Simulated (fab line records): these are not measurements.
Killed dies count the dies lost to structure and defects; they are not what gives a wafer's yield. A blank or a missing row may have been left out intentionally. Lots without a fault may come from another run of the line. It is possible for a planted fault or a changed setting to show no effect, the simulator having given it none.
Matching of chambers / flow n5-finfet / N5_BEOL_M10_STRIP_36 on rie-diel-02 has 4 sister chambers
The step strips in N2/H2. 20 wafers are shown with their chamber, then 10 later ones without.

== WAFERS, EACH WITH ITS CHAMBER ==
wafer=L076.1; chamber=3; drypump-motor-current-A (A)=6.8; showerhead-plenum-p-Torr (Torr)=2.48; throttle-valve-pct (%)=23.5
wafer=L076.3; chamber=1; drypump-motor-current-A (A)=6.3; showerhead-plenum-p-Torr (Torr)=2.56; throttle-valve-pct (%)=23.5
wafer=L076.6; chamber=3; drypump-motor-current-A (A)=6.8; showerhead-plenum-p-Torr (Torr)=2.48; throttle-valve-pct (%)=23.5
wafer=L081.1; chamber=2; drypump-motor-current-A (A)=5.8; showerhead-plenum-p-Torr (Torr)=2.47; throttle-valve-pct (%)=23.0
wafer=L081.2; chamber=1; drypump-motor-current-A (A)=6.3; showerhead-plenum-p-Torr (Torr)=2.55; throttle-valve-pct (%)=23.5
wafer=L081.4; chamber=0; drypump-motor-current-A (A)=5.8; showerhead-plenum-p-Torr (Torr)=2.39; throttle-valve-pct (%)=23.3
wafer=L079.1; chamber=2; drypump-motor-current-A (A)=5.9; showerhead-plenum-p-Torr (Torr)=2.47; throttle-valve-pct (%)=23.0
wafer=L079.5; chamber=1; drypump-motor-current-A (A)=6.3; showerhead-plenum-p-Torr (Torr)=2.55; throttle-valve-pct (%)=23.5
wafer=L079.6; chamber=2; drypump-motor-current-A (A)=5.8; showerhead-plenum-p-Torr (Torr)=2.47; throttle-valve-pct (%)=23.0
wafer=L087.2; chamber=2; drypump-motor-current-A (A)=5.9; showerhead-plenum-p-Torr (Torr)=2.46; throttle-valve-pct (%)=23.0
wafer=L087.5; chamber=0; drypump-motor-current-A (A)=5.8; showerhead-plenum-p-Torr (Torr)=2.39; throttle-valve-pct (%)=23.4
wafer=L087.6; chamber=3; drypump-motor-current-A (A)=6.8; showerhead-plenum-p-Torr (Torr)=2.47; throttle-valve-pct (%)=23.5
wafer=L088.1; chamber=1; drypump-motor-current-A (A)=6.3; showerhead-plenum-p-Torr (Torr)=2.55; throttle-valve-pct (%)=23.6
wafer=L088.4; chamber=3; drypump-motor-current-A (A)=6.8; showerhead-plenum-p-Torr (Torr)=2.47; throttle-valve-pct (%)=23.5
wafer=L088.5; chamber=2; drypump-motor-current-A (A)=5.9; showerhead-plenum-p-Torr (Torr)=2.46; throttle-valve-pct (%)=23.0
wafer=L089.1; chamber=3; drypump-motor-current-A (A)=6.8; showerhead-plenum-p-Torr (Torr)=2.47; throttle-valve-pct (%)=23.5
wafer=L089.4; chamber=1; drypump-motor-current-A (A)=6.3; showerhead-plenum-p-Torr (Torr)=2.55; throttle-valve-pct (%)=23.6
wafer=L089.6; chamber=3; drypump-motor-current-A (A)=6.8; showerhead-plenum-p-Torr (Torr)=2.46; throttle-valve-pct (%)=23.5
wafer=L091.2; chamber=2; drypump-motor-current-A (A)=5.9; showerhead-plenum-p-Torr (Torr)=2.46; throttle-valve-pct (%)=23.0
wafer=L091.3; chamber=3; drypump-motor-current-A (A)=6.8; showerhead-plenum-p-Torr (Torr)=2.47; throttle-valve-pct (%)=23.5

SIGNATURES (averages over the wafers above)
reading=drypump-motor-current-A; chamber 0=5.800; chamber 1=6.300; chamber 2=5.867; chamber 3=6.800; scatter within a chamber=0.0289
reading=showerhead-plenum-p-Torr; chamber 0=2.3900; chamber 1=2.5520; chamber 2=2.4650; chamber 3=2.4714; scatter within a chamber=0.00568
reading=throttle-valve-pct; chamber 0=23.350; chamber 1=23.540; chamber 2=23.000; chamber 3=23.500; scatter within a chamber=0.0326
Rule: for each reading, subtract the chamber's mean from the wafer's reading, divide by that reading's scatter and square the result; add these up over the readings and take the root, which gives the wafer's distance from the chamber. If the next closest chamber is less than 2 further off than the closest, the wafer can't be placed; otherwise it belongs to the closest. The scatter: the root of (the sum of the squares of (reading less its chamber's mean) over the shown wafers, divided by (wafers less chambers)).

== WAFERS WITH NO CHAMBER GIVEN ==
wafer=L091.5; drypump-motor-current-A (A)=5.8; showerhead-plenum-p-Torr (Torr)=2.38; throttle-valve-pct (%)=23.4
wafer=L092.1; drypump-motor-current-A (A)=6.4; showerhead-plenum-p-Torr (Torr)=2.54; throttle-valve-pct (%)=23.6
wafer=L092.2; drypump-motor-current-A (A)=6.8; showerhead-plenum-p-Torr (Torr)=2.46; throttle-valve-pct (%)=23.5
wafer=L092.5; drypump-motor-current-A (A)=5.8; showerhead-plenum-p-Torr (Torr)=2.38; throttle-valve-pct (%)=23.4
wafer=L094.2; drypump-motor-current-A (A)=5.8; showerhead-plenum-p-Torr (Torr)=2.38; throttle-valve-pct (%)=23.4
wafer=L094.3; drypump-motor-current-A (A)=6.3; showerhead-plenum-p-Torr (Torr)=2.54; throttle-valve-pct (%)=23.5
wafer=L094.6; drypump-motor-current-A (A)=5.9; showerhead-plenum-p-Torr (Torr)=2.46; throttle-valve-pct (%)=23.0
wafer=L097.2; drypump-motor-current-A (A)=6.8; showerhead-plenum-p-Torr (Torr)=2.46; throttle-valve-pct (%)=23.5
wafer=L097.3; drypump-motor-current-A (A)=5.8; showerhead-plenum-p-Torr (Torr)=2.45; throttle-valve-pct (%)=23.1
wafer=L097.6; drypump-motor-current-A (A)=6.8; showerhead-plenum-p-Torr (Torr)=2.46; throttle-valve-pct (%)=23.5

== WHICH CHAMBER EACH ONE RAN IN ==
wafer=L091.5; from the rows above=0; in truth=0
wafer=L092.1; from the rows above=1; in truth=1
wafer=L092.2; from the rows above=3; in truth=3
wafer=L092.5; from the rows above=0; in truth=0
wafer=L094.2; from the rows above=0; in truth=0
wafer=L094.3; from the rows above=1; in truth=1
wafer=L094.6; from the rows above=2; in truth=2
wafer=L097.2; from the rows above=3; in truth=3
wafer=L097.3; from the rows above=2; in truth=2
wafer=L097.6; from the rows above=3; in truth=3
Correct placement for 10 of the 10. Left unplaced by these rows: 0. Placed wrongly: 0.
